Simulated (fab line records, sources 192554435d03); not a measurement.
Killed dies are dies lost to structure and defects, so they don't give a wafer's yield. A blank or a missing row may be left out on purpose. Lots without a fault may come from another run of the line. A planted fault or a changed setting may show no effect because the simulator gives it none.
Which tool did it? | flow n5_finfet | 20 lots, 60 wafers sampled, at 3 steps of a route of 1938

WHAT THE GAUGES READ, wafer by wafer
N5_FIN_SAQP_THK_MEAS_07. Usual: thk_nm 59.9 nm, standard deviation 0.73.
lot  | measured    | on            | thk_nm (nm)    | flag
L074 | day 1 21:56 | film_metro-01 | 58.9 59.5 58.7 |
L075 | day 2 02:53 | film_metro-01 | 60.1 60.8 61.0 |
L076 | day 2 10:22 | film_metro-01 | 59.3 60.5 60.3 |
L077 | day 2 15:10 | film_metro-02 | 59.0 59.7 60.5 |
L078 | day 2 21:40 | film_metro-01 | 60.0 60.9 60.9 |
L079 | day 3 03:11 | film_metro-02 | 59.1 60.1 60.8 |
L081 | day 3 15:29 | film_metro-01 | 60.1 59.4 59.7 |
L082 | day 3 21:52 | film_metro-01 | 59.6 60.3 60.4 |
L084 | day 4 09:19 | film_metro-01 | 60.1 60.1 60.6 |
L085 | day 4 18:58 | film_metro-02 | 59.5 60.6 60.6 |
L086 | day 5 01:15 | film_metro-02 | 59.4 60.5 60.3 |
L087 | day 5 05:22 | film_metro-02 | 58.9 60.7 60.0 |
L088 | day 5 09:14 | film_metro-02 | 58.0 58.5 59.6 |
L090 | day 5 21:30 | film_metro-02 | 59.4 60.1 59.7 |
L092 | day 6 09:14 | film_metro-01 | 59.9 60.4 60.4 |
L093 | day 6 15:06 | film_metro-01 | 59.3 60.2 60.2 |
L094 | day 6 20:55 | film_metro-02 | 58.5 58.6 60.3 |
L095 | day 7 03:04 | film_metro-01 | 60.1 60.8 61.5 |
L096 | day 7 08:53 | film_metro-02 | 60.3 60.8 60.2 |
L097 | day 7 15:40 | film_metro-01 | 59.4 59.2 58.9 |

WHICH TOOL RAN EACH LOT (tool, then ch and the chambers of the sampled wafers, then the start)
lot  | N5_ZERO_LAYER_ETCH_17             | N5_PMOS_HMC_CHANNEL_EPI_ETCH_32
L074 | rie_diel-01 ch 0,1,3, day 1 12:56 | rie_diel-06 ch 0,1,2, day 1 18:08
L075 | rie_diel-03 ch 0,2,3, day 1 18:44 | rie_diel-03 ch 0,3, day 1 23:19
L076 | rie_diel-01 ch 1,2,3, day 2 00:46 | rie_diel-01 ch 1,2,3, day 2 06:48
L077 | rie_diel-06 ch 1,2, day 2 07:01   | rie_diel-01 ch 0,2,3, day 2 11:30
L078 | rie_diel-03 ch 2,3, day 2 13:01   | rie_diel-06 ch 1,2, day 2 17:58
L079 | rie_diel-01 ch 0,2,3, day 2 18:43 | rie_diel-03 ch 2,3, day 2 23:24
L081 | rie_diel-06 ch 1,2,3, day 3 06:52 | rie_diel-01 ch 0,2, day 3 11:18
L082 | rie_diel-03 ch 2,3, day 3 12:43   | rie_diel-06 ch 0,1, day 3 17:40
L084 | rie_diel-03 ch 0,2, day 4 00:44   | rie_diel-06 ch 0,2,3, day 4 05:46
L085 | rie_diel-03 ch 0,1,2, day 4 06:50 | rie_diel-06 ch 0,2, day 4 11:40
L086 | rie_diel-06 ch 0,2,3, day 4 12:45 | rie_diel-03 ch 1,3, day 4 17:10
L087 | rie_diel-06 ch 0,1, day 4 18:44   | rie_diel-06 ch 1,2, day 4 23:03
L088 | rie_diel-03 ch 2,3, day 5 01:01   | rie_diel-03 ch 1,3, day 5 05:33
L090 | rie_diel-03 ch 0,3, day 5 12:50   | rie_diel-01 ch 0,2, day 5 17:56
L092 | rie_diel-01 ch 0,2,3, day 6 00:43 | rie_diel-06 ch 1,2,3, day 6 05:23
L093 | rie_diel-06 ch 1,2, day 6 06:51   | rie_diel-01 ch 1,2, day 6 11:25
L094 | rie_diel-03 ch 1,2,3, day 6 12:43 | rie_diel-06 ch 0,2,3, day 6 17:17
L095 | rie_diel-03 ch 1,2,3, day 6 18:53 | rie_diel-03 ch 0,2,3, day 6 23:12
L096 | rie_diel-06 ch 0,2,3, day 7 00:44 | rie_diel-03 ch 1,2,3, day 7 05:15
L097 | rie_diel-01 ch 1,2,3, day 7 06:50 | rie_diel-03 ch 1,3, day 7 11:07
- N5_ZERO_LAYER_ETCH_17: etches SiO2 in CF4, target depth 12 nm, time 13.3 s.
- N5_PMOS_HMC_CHANNEL_EPI_ETCH_32: etches BARC in N2/H2, stops on SiO2, target depth 85.8 nm, time 50.3 s.

WHAT THE TOOLS THEMSELVES READ (means of the sampled wafers that have a number; where no wafer has one, the mark that the record gives instead)
N5_ZERO_LAYER_ETCH_17. Usual: drypump_motor_current_A 5.52 A, standard deviation 0.29; oes_product_au 0.79 a.u., standard deviation 0.076; rf_vpp_V 948 V, standard deviation 4.7; showerhead_plenum_p_Torr 2.13 Torr, standard deviation 0.072; throttle_valve_pct 15.59 %, standard deviation 0.28.
lot  | tool        | drypump_motor_current_A (A) | oes_product_au (a.u.) | rf_vpp_V (V) | showerhead_plenum_p_Torr (Torr) | throttle_valve_pct (%) | flag
L074 | rie_diel-01 | 5.44                        | 0.83                  | 950          | 2.16                            | 15.54                  |
L075 | rie_diel-03 | 5.51                        | 0.75                  | 949          | 2.14                            | 15.79                  |
L076 | rie_diel-01 | 5.64                        | 0.78                  | 949          | 2.15                            | 15.57                  |
L077 | rie_diel-06 | 5.99                        | 0.79                  | 955          | 2.23                            | 15.42                  |
L078 | rie_diel-03 | 5.43                        | 0.77                  | 948          | 2.14                            | 15.98                  |
L079 | rie_diel-01 | 5.47                        | 0.81                  | 948          | 2.14                            | 15.59                  |
L081 | rie_diel-06 | 5.66                        | 0.75                  | 950          | 2.16                            | 15.54                  |
L082 | rie_diel-03 | 5.43                        | 0.76                  | 949          | 2.14                            | 16.00                  |
L084 | rie_diel-03 | 5.46                        | 0.75                  | 948          | 2.14                            | 15.71                  |
L085 | rie_diel-03 | 5.34                        | 0.77                  | 945          | 2.09                            | 15.66                  |
L086 | rie_diel-06 | 5.50                        | 0.84                  | 949          | 2.16                            | 15.40                  |
L087 | rie_diel-06 | 5.80                        | 0.98                  | 951          | 2.19                            | 15.26                  |
L088 | rie_diel-03 | 5.42                        | 0.74                  | 948          | 2.14                            | 16.02                  |
L090 | rie_diel-03 | 5.61                        | 0.73                  | 947          | 2.13                            | 15.67                  |
L092 | rie_diel-01 | 5.48                        | 0.79                  | 947          | 2.13                            | 15.64                  |
L093 | rie_diel-06 | 5.97                        | 0.90                  | 954          | 2.21                            | 15.30                  |
L094 | rie_diel-03 | 5.41                        | 0.75                  | 946          | 2.08                            | 15.81                  |
L095 | rie_diel-03 | 5.40                        | 0.74                  | 944          | 2.08                            | 15.81                  |
L096 | rie_diel-06 | 5.49                        | 0.81                  | 950          | 2.15                            | 15.43                  |
L097 | rie_diel-01 | 5.65                        | 0.74                  | 948          | 2.13                            | 15.64                  |

N5_PMOS_HMC_CHANNEL_EPI_ETCH_32. Usual: drypump_motor_current_A 5.55 A, standard deviation 0.3; h2_flow_sccm 200.0 sccm, standard deviation 0.65; oes_product_au 0.68 a.u., standard deviation 0.065; rf_vpp_V 523.9 V, standard deviation 2.6; showerhead_plenum_p_Torr 2.54 Torr, standard deviation 0.092; throttle_valve_pct 17.81 %, standard deviation 0.26.
lot  | tool        | drypump_motor_current_A (A) | h2_flow_sccm (sccm) | oes_product_au (a.u.) | rf_vpp_V (V) | showerhead_plenum_p_Torr (Torr) | throttle_valve_pct (%) | flag
L074 | rie_diel-06 | 5.80                        | 200.8               | 0.72                  | 526.7        | 2.64                            | 17.70                  |
L075 | rie_diel-03 | 5.64                        | 199.9               | 0.65                  | 522.6        | 2.53                            | 17.74                  |
L076 | rie_diel-01 | 5.66                        | 200.0               | 0.66                  | 524.5        | 2.56                            | 17.85                  |
L077 | rie_diel-01 | 5.48                        | 200.3               | 0.69                  | 523.2        | 2.54                            | 17.86                  |
L078 | rie_diel-06 | 5.99                        | 200.6               | 0.67                  | 527.7        | 2.67                            | 17.82                  |
L079 | rie_diel-03 | 5.59                        | 200.3               | 0.64                  | 523.8        | 2.54                            | 18.19                  |
L081 | rie_diel-01 | 5.28                        | 199.3               | 0.71                  | 524.5        | 2.57                            | 17.94                  |
L082 | rie_diel-06 | 5.65                        | 199.4               | 0.73                  | 525.8        | 2.60                            | 17.64                  |
L084 | rie_diel-06 | 5.51                        | 199.8               | 0.71                  | 524.5        | 2.57                            | 17.71                  |
L085 | rie_diel-06 | 5.63                        | 199.9               | 0.76                  | 525.8        | 2.63                            | 17.56                  |
L086 | rie_diel-03 | 5.38                        | 199.9               | 0.66                  | 519.8        | 2.41                            | 17.72                  |
L087 | rie_diel-06 | 5.98                        | 201.0               | 0.79                  | 526.0        | 2.63                            | 17.66                  |
L088 | rie_diel-03 | 5.54                        | 200.6               | 0.64                  | 522.6        | 2.47                            | 17.95                  |
L090 | rie_diel-01 | 5.28                        | 200.1               | 0.69                  | 525.2        | 2.56                            | 17.98                  |
L092 | rie_diel-06 | 5.68                        | 199.7               | 0.71                  | 523.8        | 2.57                            | 17.78                  |
L093 | rie_diel-01 | 5.65                        | 199.6               | 0.62                  | 524.2        | 2.57                            | 18.02                  |
L094 | rie_diel-06 | 5.51                        | 200.0               | 0.69                  | 524.4        | 2.56                            | 17.75                  |
L095 | rie_diel-03 | 5.53                        | 200.3               | 0.63                  | 524.3        | 2.53                            | 18.05                  |
L096 | rie_diel-03 | 5.40                        | 200.2               | 0.64                  | 521.3        | 2.47                            | 18.01                  |
L097 | rie_diel-03 | 5.39                        | 199.3               | 0.65                  | 520.4        | 2.40                            | 17.73                  |

THE ANSWER, worked out from the rows above alone
Rule: a lot is off if the mean of its wafers that have a number lies more than 3 standard deviations from the usual mean. A lot without any number at a reading at which 4 lots or more have one is off too. The other lots that the step has rows for count as sound. The gauges are gone through in route order, then the tools' own readings, and for those a lot's mean is taken as printed above. The first step at which some lot is off is used, and at that step the reading that is off furthest; a lot without a number counts as furthest.
No lot is off at any reading shown: from this, nothing can be told.

WHAT THE SIMULATOR HAD PUT IN
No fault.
